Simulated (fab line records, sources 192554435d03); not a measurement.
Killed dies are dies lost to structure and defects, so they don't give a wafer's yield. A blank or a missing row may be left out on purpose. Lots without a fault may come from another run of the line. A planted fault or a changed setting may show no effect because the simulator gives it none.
fab line records | flow n5_finfet
record lots=5 wafers=13 last_day=16
route steps=1938 shown DUMMY_REMOVAL@377 HKMG_FIN@385 BEOL_M4@1111
lots that met no fault: from a run of the same line without faults
start_h: hours from the record's first day to the start of the lot's first wafer shown | wait_h: hours since the lot's step before | " the same as in the row above | L1.1+2: a row that stands for several wafers | - no value, or no start given | * or withheld: withheld | < > ~ a bound
route shown NAME@n: a module of which the file shows steps, and the number in the route of the first | usual: mean/standard deviation of fault-free wafers | same: alike in all rows | chamber/n: place in a boat | sites: the reading at each site | _std_site: their standard deviation | _edge_site: outer sites' mean less inner sites' | radius_mm: how far each site lies from the wafer's centre | mask NAME#n: copy n | behind: the tool/chamber that last shaped the wafer | hold: why the lot was held/for how many hours/how that ended | device: the transistor (n, p or np) that didn't switch | end of line: the same wafers' tests at the end of the route | a step without rows: its recipe alone | killed: dies lost to structure and defects at the first sort, not the wafer's yield | map: a wafer's dies, x killed, . not, _ none there
set.NAME: the setting as run; set.NAME@STEP: as run at that earlier step | model.NAME: the simulator's own value behind a step, which no gauge read
lots at some steps of the route; a table a step, a row a wafer
## steps
# step N5_DUMMY_REMOVAL_HM_STRIP_01
# recipe chemistry=CH3F/O2 material=SiNx target_depth_a=40 stop_on=poly-Si time_s=6.8 over_etch_frac=0.3 ion_energy_ev=60 power_w=410 bias_w=29 Ar_flow_sccm=150 CH3F_flow_sccm=30 O2_flow_sccm=20
# step N5_DUMMY_REMOVAL_STRIP_10
# recipe chemistry=N2/H2 time_s=40 power_w=100 temp_c=40 pressure_mtorr=100 rf_frequency_hz=6e+07 bias_power_w=3 n2_flow_sccm=300 h2_flow_sccm=300
# step N5_DUMMY_REMOVAL_PRECLEAN_07
# recipe chemistry=dHF time_s=30 temp_c=25 dilution=withheld
# step N5_DUMMY_REMOVAL_DUMMY_REMOVE_02
# recipe chemistry=TMAH temp_c=70 target=poly-Si stop_on=SiO2 target_depth_nm=142 conc_wt_pct=5 time_s=57 dry=ipa_marangoni rinse_time_s=30 rinse_temp_c=23
# step N5_DUMMY_REMOVAL_PRECLEAN_08
# recipe chemistry=NF3:NH3 afs_cycles=2 temp_c=30 time_s=20 sublimation_temp_c=180 sublimation_time_s=60 pressure_torr=3 rf_power_w=30
# step N5_DUMMY_REMOVAL_PRECLEAN_04
# recipe chemistry=DHF time_s=37 temp_c=25 dilution=500:1
# step N5_DUMMY_REMOVAL_SRD_05
# recipe dry=ipa_marangoni do_ppb=5 time_s=30 temp_c=23 rinse_liquid=diw
# step N5_HKMG_FIN_IL_REGROW_00
# recipe material=SiO2 target_thk_a=7.5 chemistry=O3 temp_c=withheld time_s=30
# step N5_HKMG_FIN_HK_ALD_01
# recipe material=HfO2 target_thk_a=16 temp_c=withheld ald_precursor_family=HfCl4 ald_co_reactant=H2O pulse_time_s=3 purge_time_s=3 co_reactant_purge_time_s=2.5 co_reactant_pulse_time_s=0.3 ald_cycles=30
# step N5_HKMG_FIN_HK_ANNEAL_02
# recipe temp_c=700 time_s=30 ambient=N2 idle_temp_c=600 ramp_up_c_per_s=150 ramp_down_c_per_s=60 cool_to_c=600
# step N5_HKMG_FIN_ALD_74
# recipe material=La2O3 target_thk_a=5 temp_c=250 ald_precursor_family=La-Cp ald_co_reactant=O3 pulse_time_s=6 co_reactant_pulse_time_s=1 purge_time_s=3 co_reactant_purge_time_s=3
# step N5_HKMG_FIN_ALD_75
# recipe material=Al2O3 target_thk_a=10 temp_c=150 ald_precursor_family=TMA ald_co_reactant=H2O pulse_time_s=withheld co_reactant_pulse_time_s=1
# usual heater_power_w=145/15 precursor_pulse_height_rel=0.998/0.019
# columns lot.wafer tool chamber start_h wait_h heater_power_w precursor_pulse_height_rel model.Al2O3_of_HKMG_FIN_ALD_75.thk_nm
L370.1 ald_hk-01 0 126.23 0.0 127 0.967 1
L370.2 " 3 " " 146 1.009 1
L370.6 " 1 " " 142 1.025 1
L375.3 ald_hk-01 3 160.50 0.0 150 1.016 0.6
L375.4 " 2 " " 141 1.014 0.6
L375.5 " 3 " " 150 0.995 1
L376.1 ald_hk-01 2 163.59 0.0 138 1.005 1
L376.3 " 1 " " 145 1.026 0.6
L378.4 ald_hk-03 1 172.22 0.0 172 1.014 1
L378.5 " 0 " " 132 0.993 1
L378.6 " 1 " " 179 0.973 1
L379.1 ald_hk-01 3 178.79 0.0 148 0.963 1
L379.3 " 2 " " 138 1.013 0.6
# step N5_HKMG_FIN_COAT_41
# recipe resist=SOC temp_c=250 time_s=60 spin_rpm=1500 resist_thk_nm=300
# step N5_HKMG_FIN_COAT_42
# recipe resist=SiARC temp_c=220 time_s=60 spin_rpm=1500 resist_thk_nm=35
# step N5_HKMG_FIN_COAT_43
# recipe resist=CAR-ArF spin_rpm=1500 resist_thk_nm=90
# step N5_HKMG_FIN_EBR_45
# recipe solvent=PGMEA ebr_width_mm=1.5
# step N5_HKMG_FIN_SOFTBAKE_44
# recipe temp_c=110 time_s=60 resist=CAR-ArF
# step N5_HKMG_FIN_EXPOSE_46
# recipe mask_id=NDIPOLE na=1.35 source_shape=conventional sigma_outer=0.8 polarization=unpolarized dose_mj=40
# step N5_HKMG_FIN_PEB_47
# recipe peb_temp_c=withheld peb_time_s=60 resist=CAR-ArF
# step N5_HKMG_FIN_DEVELOP_48
# recipe develop_time_s=30 developer=TMAH resist=CAR-ArF rinse_liquid=diw dry=air_spin dev_temp_c=23
# step N5_HKMG_FIN_DESCUM_53
# recipe chemistry=O2 time_s=7.9 source_power_w=50 bias_power_w=20 pressure_mtorr=20 rf_frequency_hz=2.712e+07 temp_c=40 resist=CAR-ArF o2_flow_sccm=225
# step N5_HKMG_FIN_ETCH_54
# recipe chemistry=CF4 target=SiARC target_depth_a=455 mask_material=CAR-ArF time_s=75.8 ion_energy_ev=80 pressure_mtorr=40 source_w=545 bias_w=36 Ar_flow_sccm=100 cf4_flow_sccm=100 ends=cleared
# step N5_HKMG_FIN_ETCH_55
# recipe chemistry=N2/H2 target=SOC target_depth_a=2400 temp_c=40 time_s=300 ion_energy_ev=200 mask_material=SiARC pressure_mtorr=30 source_w=840 bias_w=150 n2_flow_sccm=200 h2_flow_sccm=200
# step N5_HKMG_FIN_STRIP_56
# recipe chemistry=N2/H2 temp_c=40 n2_flow_sccm=200 h2_flow_sccm=200 rf_frequency_hz=6e+07
# step N5_HKMG_FIN_STRIP_57
# recipe chemistry=CF4 resist=SiARC power_w=300 bias_power_w=75 pressure_mtorr=50 cf4_flow_sccm=150 rf_frequency_hz=6e+07
# step N5_HKMG_FIN_ETCH_58
# recipe chemistry=N2/H2 target=SOC target_depth_a=2158 ion_energy_ev=50 bias_w=13 time_s=741 pressure_mtorr=30 source_w=875 n2_flow_sccm=200 h2_flow_sccm=200
# step N5_HKMG_FIN_STRIP_93
# recipe chemistry=N2/H2 material=SOC time_s=20 power_w=500 temp_c=40 pressure_mtorr=50 rf_frequency_hz=6e+07 bias_power_w=8 h2_frac=0.5 n2_flow_sccm=300 h2_flow_sccm=300
# step N5_HKMG_FIN_WET_ETCH_76
# recipe chemistry=dNH4OH mix=1:50 temp_c=25 target=Al2O3 stop_on=La2O3 target_depth_nm=2.25 dry=ipa_marangoni rinse_time_s=30 rinse_temp_c=23
# step N5_HKMG_FIN_STRIP_60
# recipe chemistry=N2/H2 power_w=2500 temp_c=300 h2_frac=0.65 time_s=360 pressure_mtorr=withheld n2_flow_sccm=1750 h2_flow_sccm=3250
# step N5_HKMG_FIN_WET_ETCH_77
# recipe chemistry=dHCl mix=1:10000 temp_c=25 target=La2O3 stop_on=HfO2 target_depth_nm=2
# usual temp_c=25.01/0.1
# columns lot.wafer tool chamber start_h wait_h temp_c model.Al2O3_of_HKMG_FIN_ALD_75.thk_nm
L370.1 wet_bench-02 6 128.05 0.3 24.99 1
L370.2 " 4 " " 25.07 1
L370.6 " 3 " " 24.73 1
L375.3 wet_bench-02 7 162.58 0.1 24.84 0.6
L375.4 " 6 " " 24.88 0.6
L375.5 " 4 " " 25.21 1
L376.1 wet_bench-02 4 165.86 0.3 25.11 1
L376.3 " 5 " " 25.25 0.6
L378.4 wet_bench-03 2 174.07 0.1 25.08 1
L378.5 " 3 " " 25.04 1
L378.6 " 1 " " 25.10 1
L379.1 wet_bench-02 4 180.61 0.3 24.93 1
L379.3 " 0 " " 24.81 0.6
# step N5_HKMG_FIN_WET_ETCH_78
# recipe chemistry=dNH4OH mix=1:50 temp_c=25 target=Al2O3 stop_on=La2O3 target_depth_nm=4.5 dry=ipa_marangoni rinse_time_s=30 rinse_temp_c=23
# step N5_BEOL_M4_RC_MEAS_101
# usual DIBL_N=36.2/1.4 DIBL_P=36.1/1.5 IOFF_N=0.153/0.02 IOFF_P=0.215/0.03 ION_N=672/8.6 ION_P=463/6.8 SS_N=71.5/0.47 SS_P=73.3/0.57 VT_N=250.6/2.4 VT_P=-249/3.2
# columns lot.wafer tool chamber start_h wait_h DIBL_N[mV/V] DIBL_P[mV/V] IOFF_N[nA/um] IOFF_P[nA/um] ION_N[uA/um] ION_P[uA/um] SS_N[mV/dec] SS_P[mV/dec] VT_N[mV] VT_P[mV]
L370.1 prober-01 0 213.90 0.0 34.0 35.7 0.135 0.185 673 467 70.6 72.6 253.5 -251
L370.2 " 0 " " 35.7 37.8 0.163 0.208 684 470 71.5 72.9 248.4 -250
L370.6 " 0 " " 33.8 34.9 0.125 0.161 675 460 70.6 72.4 252.9 -252
L375.3 prober-01 0 246.73 0.3 36.1 34.5 0.146 0.219 677 469 71.2 72.4 249.5 -247
L375.4 " 0 " " 37.5 35.7 0.163 0.239 676 459 71.9 73.2 251.7 -247
L375.5 " 0 " " 35.4 33.5 0.134 0.196 673 467 70.7 72.8 249.2 -248
L378.4 prober-01 0 266.03 0.5 36.1 36.8 0.171 0.264 672 467 71.8 73.6 248.6 -247
L378.5 " 0 " " 35.8 36.2 0.157 0.252 670 467 71.4 73.9 250.8 -246
L378.6 " 0 " " 36.3 36.3 0.165 0.255 668 466 71.3 73.6 249.2 -245
L376.1 prober-02 0 268.69 0.0 35.8 35.7 0.143 0.210 666 454 70.9 72.8 251.7 -252
L376.3 " 0 " " 36.9 36.9 0.165 0.222 683 465 71.6 73.2 247.3 -252
L379.1 prober-02 0 276.67 0.0 35.3 35.4 0.147 0.192 681 460 71.3 73.7 252.0 -251
L379.3 " 0 " " 35.3 35.2 0.140 0.192 669 464 71.4 73.8 251.8 -250
## key
first_sign none at tools or gauges
model_effect step=N5_HKMG_FIN_ALD_75 value=Al2O3_of_HKMG_FIN_ALD_75.thk_nm without=1 struck=0.6
model_effect step=N5_HKMG_FIN_WET_ETCH_77 value=Al2O3_of_HKMG_FIN_ALD_75.thk_nm without=1 struck=0.6
met_at N5_HKMG_FIN_ALD_75
struck_wafers L375.3,L375.4,L376.3,L379.3
baseline_loss step=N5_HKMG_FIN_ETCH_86 wafers=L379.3
onset_between 126.23 160.50
fault kind=process_parameter_drift tool=ald_hk-01 chamber=- onset_h=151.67 steps=N5_HKMG_FIN_ALD_75 channel=target_thk_a offset=* shape=step end_h=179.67 scope=struck_wafers_only acts_in=* stated=*
# baseline_loss: these wafers lose ten dies or more at that step, a loss of the line's own and not of a fault; the sort's usual values leave them out
